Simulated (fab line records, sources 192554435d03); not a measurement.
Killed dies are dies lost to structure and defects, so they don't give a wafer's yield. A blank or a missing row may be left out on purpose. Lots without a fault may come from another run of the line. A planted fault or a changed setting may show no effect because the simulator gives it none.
fab line records | flow n5_finfet
record lots=11 wafers=33 last_day=16
route steps=1938 shown BEOL_M12@1648 MIM_TOP_ETCH@1853 PAD_METAL@1894 PASSIVATION@1909
lots that met no fault: from a run of the same line without faults
start_h: hours from the record's first day to the start of the lot's first wafer shown | wait_h: hours since the lot's step before | " the same as in the row above | L1.1+2: a row that stands for several wafers | - no value, or no start given | * or withheld: withheld | < > ~ a bound
route shown NAME@n: a module of which the file shows steps, and the number in the route of the first | usual: mean/standard deviation of fault-free wafers | same: alike in all rows | chamber/n: place in a boat | sites: the reading at each site | _std_site: their standard deviation | _edge_site: outer sites' mean less inner sites' | radius_mm: how far each site lies from the wafer's centre | mask NAME#n: copy n | behind: the tool/chamber that last shaped the wafer | hold: why the lot was held/for how many hours/how that ended | device: the transistor (n, p or np) that didn't switch | end of line: the same wafers' tests at the end of the route | a step without rows: its recipe alone | killed: dies lost to structure and defects at the first sort, not the wafer's yield | map: a wafer's dies, x killed, . not, _ none there
set.NAME: the setting as run; set.NAME@STEP: as run at that earlier step | model.NAME: the simulator's own value behind a step, which no gauge read
steps of the route over a sample of lots; a table a step, a row a wafer
services: from which hour (start_h, from the record's first day; less than 0 if before it) a tool's chamber was out of use, for how many hours, and why
## steps
# step N5_BEOL_M12_SPUTTER_43
# recipe material=TaN target_thk_a=150 temp_c=50 bias_v=168.6 power_w=15000 chamber_pressure_pa=0.12 time_s=24.19
# usual bias_v=168.4/1.5 substrate_temp_c=50.02/0.11 throttle_valve_pct=30.2/0.66
# columns lot.wafer tool chamber start_h wait_h bias_v substrate_temp_c throttle_valve_pct
L769.2 pvd_sputter-02 - 243.20 0.0 167.7 49.94 29.6
L769.5 " - " " 170.3 50.00 30.0
L769.6 " - " " 168.0 50.04 29.5
L768.1 pvd_sputter-03 - 243.55 0.0 171.5 50.14 29.6
L768.3 " - " " 166.1 50.16 29.0
L768.5 " - " " 166.8 50.05 28.9
L770.2 pvd_sputter-01 - 246.87 0.0 168.5 49.83 30.8
L770.3 " - " " 167.1 50.02 30.8
L770.6 " - " " 168.1 49.92 30.9
L771.2 pvd_sputter-02 - 260.70 0.0 166.1 49.85 30.9
L771.3 " - " " 170.3 50.00 29.9
L771.6 " - " " 166.4 50.02 30.8
L773.1 pvd_sputter-03 - 275.83 0.0 170.2 49.92 30.9
L773.4 " - " " 170.6 49.96 29.9
L773.5 " - " " 165.9 49.94 30.8
L775.1 pvd_sputter-02 - 298.26 0.0 169.0 49.87 29.9
L775.2 " - " " 169.2 50.14 30.8
L775.4 " - " " 168.2 49.95 29.9
L774.3 pvd_sputter-01 - 298.32 0.0 168.6 49.94 31.0
L774.4 " - " " 172.6 50.08 29.4
L774.6 " - " " 168.0 50.07 30.9
L778.3 pvd_sputter-01 - 300.02 0.0 171.2 50.24 30.9
L778.5 " - " " 165.5 50.13 29.1
L778.6 " - " " 167.5 50.04 31.0
L776.1 pvd_sputter-01 - 301.10 0.0 168.0 50.10 31.2
L776.3 " - " " 166.7 49.92 30.8
L776.5 " - " " 166.1 50.15 31.0
L777.3 pvd_sputter-01 - 302.40 0.0 167.7 50.04 31.1
L777.4 " - " " 169.6 49.85 30.9
L777.6 " - " " 171.5 49.90 30.7
L786.2 pvd_sputter-03 - 346.75 0.0 167.9 49.93 29.9
L786.4 " - " " 166.4 50.14 29.2
L786.6 " - " " 166.7 50.15 28.9
# step N5_MIM_TOP_ETCH_PECVD_03
# recipe material=SiNx target_thk_a=200 temp_c=400 precursor=SiH4/NH3/N2 pressure_torr=1.5 rf_w=300 time_s=17.6
# usual heater_power_w=755/97 showerhead_plenum_p_Torr=5.13/0.055 throttle_valve_pct=40.0/2
# columns lot.wafer tool chamber start_h wait_h heater_power_w showerhead_plenum_p_Torr throttle_valve_pct
L769.2 pecvd-01 1 273.26 - 721 5.18 38.1
L769.5 " 1 " " 722 5.19 37.9
L769.6 " 0 " " 734 5.13 40.1
L770.2 pecvd-01 2 277.20 - 799 5.10 40.4
L770.3 " 1 " " 702 5.19 38.1
L770.6 " 0 " " 790 5.12 39.9
L768.1 pecvd-04 2 277.27 - 612 5.19 36.4
L768.3 " 0 " " 756 5.15 42.2
L768.5 " 2 " " 606 5.20 36.4
L771.2 pecvd-01 1 290.58 - 655 5.19 38.2
L771.3 " 0 " " 794 5.12 40.3
L771.6 " 2 " " 862 5.10 40.3
L773.1 pecvd-01 2 304.43 - 905 5.09 40.4
L773.4 " 2 " " 891 5.10 40.3
L773.5 " 0 " " 754 5.12 40.5
L775.1 pecvd-01 1 320.63 - 701 5.19 38.2
L775.2 " 0 " " 797 5.15 40.0
L775.4 " 1 " " 699 5.19 38.2
L774.3 pecvd-04 2 321.67 - 664 5.18 36.6
L774.4 " 2 " " 677 5.20 36.5
L774.6 " 1 " " 670 5.05 40.0
L778.3 pecvd-04 2 326.69 - 590 5.20 36.5
L778.5 " 1 " " 657 5.03 40.5
L778.6 " 0 " " 854 5.15 42.3
L776.1 pecvd-01 2 326.88 - 825 5.10 40.8
L776.3 " 0 " " 798 5.12 40.1
L776.5 " 1 " " 756 5.18 38.0
L777.3 pecvd-04 0 326.92 - 832 5.14 42.6
L777.4 " 0 " " 836 5.15 42.7
L777.6 " 2 " " 657 5.20 36.3
L786.2 pecvd-02 0 376.15 - 650 5.11 43.1
L786.4 " 0 " " 645 5.10 43.1
L786.6 " 2 " " 889 5.14 38.3
# step N5_PASSIVATION_PRE_CLEAN_19
# recipe gas=H2/He time_s=* temp_c=*
# usual heater_power_w=463/47
# columns lot.wafer tool chamber start_h wait_h heater_power_w
L769.2 pvd_sputter-01 - 276.14 0.0 483
L769.5 " - " " 386
L769.6 " - " " 497
L768.1 pvd_sputter-03 - 280.51 0.0 481
L768.3 " - " " 445
L768.5 " - " " 517
L770.2 pvd_sputter-03 - 281.53 0.0 498
L770.3 " - " " 515
L770.6 " - " " 504
L771.2 pvd_sputter-02 - 299.42 0.0 452
L771.3 " - " " 449
L771.6 " - " " 558
L773.1 pvd_sputter-03 - 308.77 0.0 419
L773.4 " - " " 488
L773.5 " - " " 412
L774.3 pvd_sputter-03 - 325.26 0.0 417
L774.4 " - " " 516
L774.6 " - " " 492
L775.1 pvd_sputter-01 - 325.44 0.0 389
L775.2 " - " " 486
L775.4 " - " " 489
L776.1 pvd_sputter-03 - 329.79 0.0 422
L776.3 " - " " 495
L776.5 " - " " 433
L778.3 pvd_sputter-03 - 330.13 0.0 489
L778.5 " - " " 495
L778.6 " - " " 416
L777.3 pvd_sputter-03 - 330.97 0.0 415
L777.4 " - " " 495
L777.6 " - " " 523
L786.2 pvd_sputter-01 - 379.96 0.0 388
L786.4 " - " " 478
L786.6 " - " " 392
# step N5_PASSIVATION_AL_ETCH_33
# recipe chemistry=Cl2/BCl3 target_depth_a=28000 over_etch_frac=0.15 Cl2_flow_sccm=180 bcl3_flow_sccm=60 target=Al stop_on=TaN time_s=466.7 ion_energy_ev=100 pressure_mtorr=10 icp_w=900 bias_w=100
# usual drypump_motor_current_A=5.96/0.29 he_backside_leak_sccm=3.30/0.26 oes_product_au=0.75/0.08 throttle_valve_pct=34.4/0.31
# columns lot.wafer tool chamber start_h wait_h drypump_motor_current_A he_backside_leak_sccm oes_product_au rf_hours_counter_h throttle_valve_pct
L769.2 rie_metal-02 0 277.04 0.1 5.81 3.23 0.85 3 35.0
L769.5 " 1 " " 5.46 3.33 0.55 - 34.4
L769.6 " 0 " " 5.81 3.41 0.85 - 34.9
L768.1 rie_metal-01 0 281.73 0.1 6.32 3.09 0.66 45 34.1
L768.3 " 0 " " 6.26 3.23 0.68 - 34.1
L768.5 " 0 " " 6.24 3.25 0.67 - 34.1
L770.2 rie_metal-02 0 282.44 0.1 5.77 3.35 0.83 4 35.0
L770.3 " 0 " " 5.78 3.39 0.84 - 34.9
L770.6 " 1 " " 5.46 3.37 0.56 - 34.4
L771.2 rie_metal-03 1 300.20 0.1 6.00 3.28 0.69 47 34.4
L771.3 " 0 " " 6.14 3.38 0.87 - 34.0
L771.6 " 1 " " 6.01 3.56 0.69 - 34.4
L773.1 rie_metal-01 0 309.71 0.1 6.27 3.13 0.67 49 34.1
L773.4 " 0 " " 6.29 3.25 0.65 - 34.2
L773.5 " 0 " " 6.31 3.15 0.66 - 34.2
L774.3 rie_metal-01 1 326.31 0.2 6.18 3.39 0.80 - 34.3
L774.4 " 0 " " 6.27 3.31 0.67 - 34.1
L774.6 " 1 " " 6.18 3.34 0.78 - 34.3
L775.1 rie_metal-02 1 326.35 0.1 5.46 3.20 0.88 0 34.4
L775.2 " 0 " " 5.79 3.32 0.82 8 35.0
L775.4 " 1 " " 5.46 3.21 0.88 - 34.4
L776.1 rie_metal-02 0 330.65 0.1 5.79 3.38 0.81 8 35.0
L776.3 " 0 " " 5.78 3.37 0.80 - 35.0
L776.5 " 1 " " 5.46 3.07 0.86 - 34.5
L778.3 rie_metal-01 1 331.05 0.2 6.20 3.39 0.79 - 34.3
L778.5 " 1 " " 6.20 3.51 0.78 - 34.3
L778.6 " 0 " " 6.26 3.27 0.67 - 34.1
L777.3 rie_metal-01 1 331.90 0.2 6.18 3.49 0.79 - 34.3
L777.4 " 0 " " 6.25 2.75 0.66 - 34.1
L777.6 " 0 " " 6.26 3.18 0.66 - 34.1
L786.2 rie_metal-02 1 380.87 0.1 5.45 3.24 0.83 5 34.4
L786.4 " 1 " " 5.46 3.17 0.82 - 34.4
L786.6 " 0 " " 5.76 3.41 0.80 - 34.9
# step N5_PASSIVATION_PROBE_49
# usual defect_limited_yield=91.3/1.7 killed_at_M0_to_M3=33/11 killed_at_M4_up=14/5.5 killed_at_contacts=13/6.5 killed_at_front_end=39/13 killed_at_other=3.4/2.9 killed_dies=103/20 killed_on_rim=14/4.3 killed_open=69/15 killed_short=32/8.1 sort_bin_5_function=5.1/1.1 sort_bin_6_memory=3.3/0.74 sort_bin_8_speed=0.00/0.014 sort_n_pass=1077/20 sort_yield_pct=91.3/1.7
# same gross_dies=1180 killed_at_back_side=0 sort_bin_4_leakage[%]=0
# columns lot.wafer tool chamber start_h wait_h defect_limited_yield[%] killed_at_M0_to_M3 killed_at_M4_up killed_at_contacts killed_at_front_end killed_at_other killed_dies killed_on_rim killed_open killed_short sort_bin_5_function[%] sort_bin_6_memory[%] sort_bin_8_speed[%] sort_n_pass sort_yield_pct[%]
L776.1 prober-02 - 336.34 0.0 80.5 32 133 23 40 2 230 16 79 26 12.5 4.4 0 950 80.5
L776.3 prober-02 - 336.44 0.1 92.0 41 9 16 25 3 94 15 63 31 4.8 3.0 0 1086 92.0
L776.5 prober-02 - 336.54 0.2 92.9 30 10 17 26 1 84 13 59 24 4.1 2.7 0 1096 92.9
L777.3 prober-02 - 337.82 0.1 80.8 47 145 5 26 3 226 14 58 41 12.2 4.2 0 954 80.8
L777.4 prober-02 - 337.87 0.2 92.2 44 11 8 28 1 92 11 54 38 4.4 2.7 0 1088 92.2
L777.6 prober-02 - 337.97 0.3 90.9 51 13 10 31 2 107 13 73 34 5.3 3.3 0 1073 90.9
L786.2 prober-01 - 385.79 0.1 91.5 31 9 9 47 4 100 11 70 28 4.5 3.6 0 1080 91.5
L786.4 prober-01 - 385.89 0.2 91.9 22 6 21 34 13 96 15 60 36 5.1 2.9 0 1084 91.9
L786.6 prober-01 - 385.99 0.3 89.0 38 13 20 54 5 130 22 88 37 6.2 4.1 0 1050 89.0
# killed by level:class
L776.1 BEOL_M12:unspecified=125 MOL_CONTACT_COAG:geometric_particle:open=22 STI_FIN_REVEAL:geometric_particle:open=8 BEOL_M0_SAQP:geometric_particle:open=8 FIN_SAQP:geometric_particle:open=7 DUMMY_GATE:geometric_particle:open=7 FIN_SAQP:geometric_particle:short=6 SPACER0:geometric_particle:short=6
L776.3 MOL_CONTACT_COAG:geometric_particle:open=13 BEOL_M3:geometric_particle:open=12 BEOL_M0_SAQP:geometric_particle:short=11 BEOL_M0_SAQP:geometric_particle:open=8 STI_FIN_REVEAL:geometric_particle:open=4 BEOL_M1:geometric_particle:open=4 BEOL_M2:geometric_particle:open=4 BEOL_M4:geometric_particle:open=4
L776.5 MOL_CONTACT_COAG:geometric_particle:open=12 BEOL_M0_SAQP:geometric_particle:open=10 BEOL_M0_SAQP:geometric_particle:short=9 FIN_SAQP:geometric_particle:open=7 MOL_CONTACT_COAG:geometric_particle:short=5 BEOL_M4:geometric_particle:short=4 DUMMY_GATE:geometric_particle:open=4 BEOL_M1:geometric_particle:open=4
L777.3 BEOL_M12:unspecified=127 BEOL_M0_SAQP:geometric_particle:short=15 BEOL_M4:geometric_particle:open=11 BEOL_M0_SAQP:geometric_particle:open=9 BEOL_M3:geometric_particle:open=7 ILD0:geometric_particle:short=6 BEOL_M2:geometric_particle:open=6 MOL_CONTACT_COAG:geometric_particle:open=4
L777.4 BEOL_M0_SAQP:geometric_particle:short=14 BEOL_M3:geometric_particle:open=9 BEOL_M0_SAQP:geometric_particle:open=8 FIN_SAQP:geometric_particle:open=6 BEOL_M1:geometric_particle:open=5 MOL_CONTACT_COAG:geometric_particle:open=4 MOL_CONTACT_COAG:geometric_particle:short=4 STI_FIN_REVEAL:geometric_particle:short=3
L777.6 MOL_CONTACT_COAG:geometric_particle:open=9 BEOL_M3:geometric_particle:open=9 BEOL_M0_SAQP:geometric_particle:open=8 BEOL_M0_SAQP:geometric_particle:short=8 BEOL_M2:geometric_particle:open=8 ILD0:geometric_particle:open=6 BEOL_M3:geometric_particle:short=6 STI_FIN_REVEAL:geometric_particle:open=4
L786.2 FIN_SAQP:geometric_particle:open=10 STI_FIN_REVEAL:geometric_particle:open=10 BEOL_M2:geometric_particle:open=8 MOL_CONTACT_COAG:geometric_particle:open=7 BEOL_M3:geometric_particle:open=7 FIN_SAQP:geometric_particle:short=6 BEOL_M0_SAQP:geometric_particle:open=6 BEOL_M0_SAQP:geometric_particle:short=6
L786.4 MOL_CONTACT_COAG:geometric_particle:open=15 FIN_SAQP:geometric_particle:open=8 STI_FIN_REVEAL:geometric_particle:open=6 MOL_CONTACT_COAG:geometric_particle:short=6 PASS1_CAP:geometric_particle:short=6 BEOL_M1:geometric_particle:open=5 FIN_SAQP:geometric_particle:short=4 BEOL_M0_SAQP:geometric_particle:open=4
L786.6 MOL_CONTACT_COAG:geometric_particle:open=17 BEOL_M2:geometric_particle:open=17 STI_FIN_REVEAL:geometric_particle:open=14 FIN_SAQP:geometric_particle:short=8 BEOL_M0_SAQP:geometric_particle:open=6 FIN_SAQP:geometric_particle:open=5 BEOL_M3:geometric_particle:open=5 BEOL_M4:geometric_particle:open=5
## services
# columns tool chamber start_h hours kind
pecvd-02 2 233.53 18.2 repair
pecvd-04 2 233.59 5.8 repair
pecvd-01 1 243.29 17.6 repair
pecvd-01 - 245.94 0.7 repair
rie_metal-03 0 255.44 - clean
rie_metal-03 0 255.44 26.1 scheduled_down
rie_metal-03 0 255.44 26.1 vent_cycle
pecvd-04 - 265.39 0.2 repair
pecvd-01 - 268.67 0.6 repair
rie_metal-01 1 276.01 6.2 repair
pecvd-04 - 284.97 2.8 pm
pecvd-02 0 302.60 6.9 repair
rie_metal-02 1 303.59 - clean
rie_metal-02 1 303.59 18.1 scheduled_down
rie_metal-02 1 303.59 18.1 vent_cycle
pecvd-01 1 312.13 - calibration
rie_metal-02 0 320.82 3.8 repair
pvd_sputter-01 - 336.32 11.7 repair
pecvd-02 - 336.80 1.3 repair
rie_metal-03 - 350.73 2.8 pm
pvd_sputter-02 - 357.05 3.6 repair
pecvd-04 2 366.19 5.5 scheduled_down
pecvd-02 - 367.45 6.0 pm
pvd_sputter-03 - 367.80 5.5 repair
## key
first_sign step=N5_PASSIVATION_PROBE_49 reading=killed_at_M4_up direction=up sigmas=23 usual=14 struck=139
effect step=N5_PASSIVATION_PROBE_49 reading=killed_dies direction=up sigmas=6.2 usual=103 struck=228
more_kills_born_at N5_BEOL_M12_SPUTTER_43@pvd_sputter-01=252
met_at N5_BEOL_M12_SPUTTER_43
struck_lots L776,L777
struck_wafers L776.1,L777.3
not_acting_at N5_MIM_TOP_ETCH_PECVD_03,N5_PASSIVATION_PRE_CLEAN_19,N5_PASSIVATION_AL_ETCH_33
onset_between 300.02 301.10
fault kind=chamber_particle_source tool=pvd_sputter-01 chamber=- onset_h=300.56 steps=N5_BEOL_M12_SPUTTER_43 rate_per_visit_cm2=0.97721 end_h=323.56 scope=struck_wafers_only
